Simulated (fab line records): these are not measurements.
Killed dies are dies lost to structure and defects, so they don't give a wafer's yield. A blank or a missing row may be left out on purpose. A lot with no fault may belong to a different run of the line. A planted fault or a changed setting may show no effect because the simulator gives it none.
A struck lot beside a sound one :: flow nand_harc :: 14 out of 1302 route steps
Sound: the wafers L148.1, L148.2, L148.4. Wafers struck: L154.1, L154.2, L154.5. Last of all comes the cause.
Each step with rows lists, per side, the tool, then ch with its chambers, then its first start. Under that, the readings that differ: sound wafers :: struck wafers :: difference of the means :: sigmas: that difference in standard deviations of wafers without a fault.
alike: a reading whose means differ by less than 2 such deviations, as well as words and numbers matching on both sides. not compared: withheld readings; readings where some wafer has no value; bounds like >300 that might hide an equal value; numbers whose values overlap and for which the record gives no deviation.
The two part at a step that has a row with sigmas, a row that says differs or no value, or rows on one side only. When numbers do not overlap yet have no deviation, they are printed without sigmas and do not part them. A reading missing from all wafers of one side parts the sides only when that side holds two or more wafers.

NHARC_THIN_TSV_DEP_43: deposits SiO2, target thk 1328.5 nm.
  sound on pecvd-02 ch 0,1,2, day 26 05:55; struck on pecvd-02 ch 0,1,2, day 27 19:05
  alike: throttle_valve_pct
then, 8 steps without rows for these wafers: NHARC_THIN_TSV_DEHYDRATE_04 (time 120 s); NHARC_THIN_TSV_HMDS_05 (time 30 s); NHARC_THIN_TSV_COAT_06; NHARC_THIN_TSV_SOFTBAKE_07 (time 95 s); NHARC_THIN_TSV_EBR_08; NHARC_THIN_TSV_EXPOSE_09 (exposes mask TSV); NHARC_THIN_TSV_PEB_10 (peb time 85 s); NHARC_THIN_TSV_DEVELOP_11 (time 70 s).
NHARC_THIN_TSV_CD_MEAS_12 targets a cd of 1000 nm.
  sound on cd_sem-03 ch 0, day 26 06:35; struck on cd_sem-01 ch 0, day 27 19:52
  alike: cd_nm
then, 1 step without rows for these wafers: NHARC_THIN_TSV_HARDBAKE_13 (time 80 s).
NHARC_THIN_TSV_DESCUM_14: chemistry O2, time 3 s.
  sound on rie_diel-10 ch 0,2,3, day 26 06:44; struck on rie_diel-10 ch 0,1,2, day 27 20:02
  alike: drypump_motor_current_A, oes_product_au, rf_vpp_V, showerhead_plenum_p_Torr, throttle_valve_pct
  not compared: rf_hours_counter_h
NHARC_THIN_TSV_ETCH_44: etches the open film in CF4/O2, target depth 1594.2 nm, time 797.1 s.
  sound on rie_diel-10 ch 1,2,3, day 26 06:50; struck on rie_diel-10 ch 0,2,3, day 27 20:14
  no value came back on the struck wafers for any of 8 readings (bias_w (W), cf4_flow_sccm (sccm) and others); on the sound wafers bias_w (W) reads 798.0 801.3 795.5
NHARC_THIN_TSV_ETCH_15: target depth 3000 nm, bosch target overetch cycles 2, bosch etch step 2.8 s.
  sound on rie_si-01 ch 0,1,3, day 26 07:24; struck on rie_si-05 ch 2,3, day 27 20:41
  alike: drypump_motor_current_A
  not compared: rf_hours_counter_h

## WHERE THEY PART
Only at NHARC_THIN_TSV_ETCH_44, as far as this record shows. Later steps at which nothing parts them and some readings are alike: NHARC_THIN_TSV_ETCH_15.

WHY: what the simulator had put in
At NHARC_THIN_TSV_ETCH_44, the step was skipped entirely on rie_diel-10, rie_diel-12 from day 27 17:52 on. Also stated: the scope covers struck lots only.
